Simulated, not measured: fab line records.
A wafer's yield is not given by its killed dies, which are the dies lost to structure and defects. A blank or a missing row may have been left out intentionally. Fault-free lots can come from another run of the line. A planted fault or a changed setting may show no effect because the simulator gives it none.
Problem report in the 8D (eight disciplines) form, filled by code :: flow n5_finfet :: the parts of the form that need people (team, actions taken, sign-off) are left out

## 1. WHAT IS WRONG
Wafers with no fault read 0.52 a.u. with a standard deviation of 0.049, whereas oes_product_au at N5_BEOL_M0_SAQP_HM_OPEN_112 reads a mean of 0.75 a.u. on 1 wafer of 1 lot. Relative to the usual mean, that is a shift of +4.7 standard deviations.
The step: chemistry CHF3/O2, target SiO2, stops on a-Si, target depth 12 nm, time 13.5 s.
First seen on wafer L878.5, day 10 12:48, on rie_diel-01. The record holds 24 wafers of 8 lots with a number at this step. Rule for "out" (also "out of limits"): further than 4 standard deviations from the usual mean. The rest of the wafers with a number are treated as sound.

## 2. WHAT IT IS AND WHAT IT IS NOT
question: which readings at this step
is: oes_product_au
is not: drypump_motor_current_A, oes_f_703_au, rf_vpp_V, showerhead_plenum_p_Torr, throttle_valve_pct

question: which lots
is: L878
is not: L864, L867, L871, L873, L880, L881, L882

question: which wafers of those lots
is: L878.5
is not: L878.3, L878.4

question: read on which tools
is: rie_diel-01
is not: rie_diel-02, rie_diel-06

question: when
is: from day 10 12:48
is not: up to then (14 sound wafers); but 9 sound wafers of L880, L881, L882 came after

## 3. SUSPECTS, AND WHAT RULES EACH OUT
Counting: any tool at a process step up to the reading remains a suspect provided it ran every lot that is out. Sound lots after the first of them don't rule it out here, since some wafers of a struck lot are sound.
- pecvd-03 at N5_BEOL_M0_SAQP_HM_DEP_111 (deposits SiO2 from SiH4/N2O, target thk 12 nm, time 7.2 s): kept. It ran the lot that is out, L878 (day 10 12:04); its last sound lot up to then is L873 (day 9 02:25).
- rie_diel-01 at N5_BEOL_M0_SAQP_DESCUM_19 (chemistry O2, time 7.9 s): kept. It ran the lot that is out, L878 (day 10 12:36); its last sound lot up to then is L867 (day 7 12:15).
- rie_diel-01 at N5_BEOL_M0_SAQP_HM_OPEN_112 (chemistry CHF3/O2, target SiO2, stops on a-Si, target depth 12 nm, time 13.5 s): kept. It ran the lot that is out, L878 (day 10 12:48); its last sound lot up to then is L867 (day 7 12:26). Its own readings are out on those wafers: oes_product_au.
- pecvd-03, N5_BEOL_M0_SAQP_HM_DEP_111: wafers that are out in chamber 0, sound lot-mates in chambers 1, 2.
The count leaves pecvd-03 at N5_BEOL_M0_SAQP_HM_DEP_111, rie_diel-01 at N5_BEOL_M0_SAQP_DESCUM_19, and rie_diel-01 at N5_BEOL_M0_SAQP_HM_OPEN_112.

## 4. THE CAUSE (what the simulator had put in)
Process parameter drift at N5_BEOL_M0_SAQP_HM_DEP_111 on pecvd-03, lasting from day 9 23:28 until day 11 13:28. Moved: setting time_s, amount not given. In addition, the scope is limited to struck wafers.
This tool is one of the 3 suspects left after counting.

## 5. THE EFFECT CHAIN, in route order
One row per reading whose mean, taken over the struck wafers that have a number, lies over 3 standard deviations from the usual. Readings are gone through only where the record gives a usual standard deviation; hours: the median, over the lots, of the time from a lot's start at the first step in this table giving one to that lot's start at this step; sigmas: the change measured in usual standard deviations.
hours: 0
step: N5_BEOL_M0_SAQP_HM_OPEN_112
reading: oes_product_au
usual: 0.52 a.u.
on struck wafers: 0.75
change: +0.23
sigmas: +4.7
The process steps in it:
- N5_BEOL_M0_SAQP_HM_OPEN_112: chemistry CHF3/O2, target SiO2, stops on a-Si, target depth 12 nm, time 13.5 s.
Later steps that measure or inspect, where all struck wafers having a row at the step show a number for every such reading and not one has moved that far: N5_BEOL_M4_RC_MEAS_101.

## 6. HOW IT WOULD HAVE BEEN CAUGHT EARLIER
The fault began at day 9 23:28; the first out-of-limits reading in this record came at day 10 12:48, 13 hours later.
An alarm limit of 4 standard deviations would not have fired on the tool readings at N5_BEOL_M0_SAQP_HM_DEP_111 for which the record gives a usual standard deviation, since none of them was out on any struck wafer.
By day 10 12:48, every lot that is out (1) had started N5_BEOL_M0_SAQP_HM_DEP_111 on pecvd-03. A hold on the tool at that time would have spared none of them.
